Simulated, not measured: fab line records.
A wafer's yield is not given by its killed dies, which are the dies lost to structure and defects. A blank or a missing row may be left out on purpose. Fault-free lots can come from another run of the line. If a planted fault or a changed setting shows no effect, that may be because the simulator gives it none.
Matching of chambers + flow n5-finfet + N5_BEOL_M10_CURE_71 on uv-cure-03: 3 sister chambers
The step cures SiCOH lowk, time 240 s. 18 wafers are shown with their chamber, then 9 later ones without.

== WAFERS, EACH WITH ITS CHAMBER ==
| wafer  | chamber | wafer_temp_C_max | lamp-power-pct (%) |
|--------|---------|------------------|--------------------|
| L074.1 | 2       | 386.3            | 52.38              |
| L074.4 | 2       | 386.0            | 52.27              |
| L074.6 | 2       | 385.7            | 52.24              |
| L078.1 | 2       | 386.0            | 52.27              |
| L078.3 | 2       | 386.2            | 52.29              |
| L078.5 | 2       | 386.5            | 52.34              |
| L081.3 | 0       | 388.1            | 52.30              |
| L081.5 | 0       | 388.1            | 52.36              |
| L081.6 | 0       | 388.7            | 52.30              |
| L082.1 | 2       | 385.9            | 52.29              |
| L082.3 | 2       | 386.5            | 52.27              |
| L082.4 | 2       | 386.4            | 52.32              |
| L084.1 | 1       | 386.6            | 52.31              |
| L084.3 | 1       | 386.5            | 52.30              |
| L084.4 | 1       | 386.5            | 52.30              |
| L091.1 | 2       | 385.7            | 52.28              |
| L091.3 | 2       | 385.8            | 52.24              |
| L091.4 | 2       | 385.7            | 52.28              |

SIGNATURES (means of the wafers above)
| reading          | chamber 0 | chamber 1 | chamber 2 | scatter within a chamber |
|------------------|-----------|-----------|-----------|--------------------------|
| wafer_temp_C_max | 388.300   | 386.533   | 386.058   | 0.296                    |
| lamp-power-pct   | 52.3200   | 52.3033   | 52.2892   | 0.0368                   |
Rule: a wafer lies at a distance from a chamber equal to the root of the sum of squares, over the readings, of (its reading less the chamber's mean, divided by the reading's scatter). The wafer belongs to the nearest chamber; if the next one is less than 2 further off, it can't be placed. The scatter: take each reading less its chamber's mean, square it, sum over the shown wafers, divide by the number of wafers less the number of chambers, and take the root.

== WAFERS WITHOUT THEIR CHAMBER ==
| wafer  | wafer_temp_C_max | lamp-power-pct (%) |
|--------|------------------|--------------------|
| L094.2 | 387.3            | 52.26              |
| L094.5 | 387.3            | 52.34              |
| L094.6 | 386.2            | 52.29              |
| L096.1 | 387.0            | 52.30              |
| L096.2 | 387.7            | 52.36              |
| L096.6 | 387.6            | 52.32              |
| L097.1 | 386.9            | 52.31              |
| L097.3 | 386.4            | 52.28              |
| L097.5 | 386.5            | 52.26              |

== EACH ONE'S CHAMBER ==
| wafer  | from the rows above          | in truth |
|--------|------------------------------|----------|
| L094.2 | can't be placed: 1 or 0 or 2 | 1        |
| L094.5 | can't be placed: 1 or 0 or 2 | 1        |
| L094.6 | can't be placed: 2 or 1      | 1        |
| L096.1 | can't be placed: 1 or 2      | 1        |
| L096.2 | can't be placed: 0 or 1      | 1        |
| L096.6 | can't be placed: 0 or 1      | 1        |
| L097.1 | can't be placed: 1 or 2      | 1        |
| L097.3 | can't be placed: 1 or 2      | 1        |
| L097.5 | can't be placed: 1 or 2      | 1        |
Correctly placed: 0 of 9. Unplaceable from these rows: 9, with the true chamber sitting among the candidates in 9. Wrongly placed: 0.
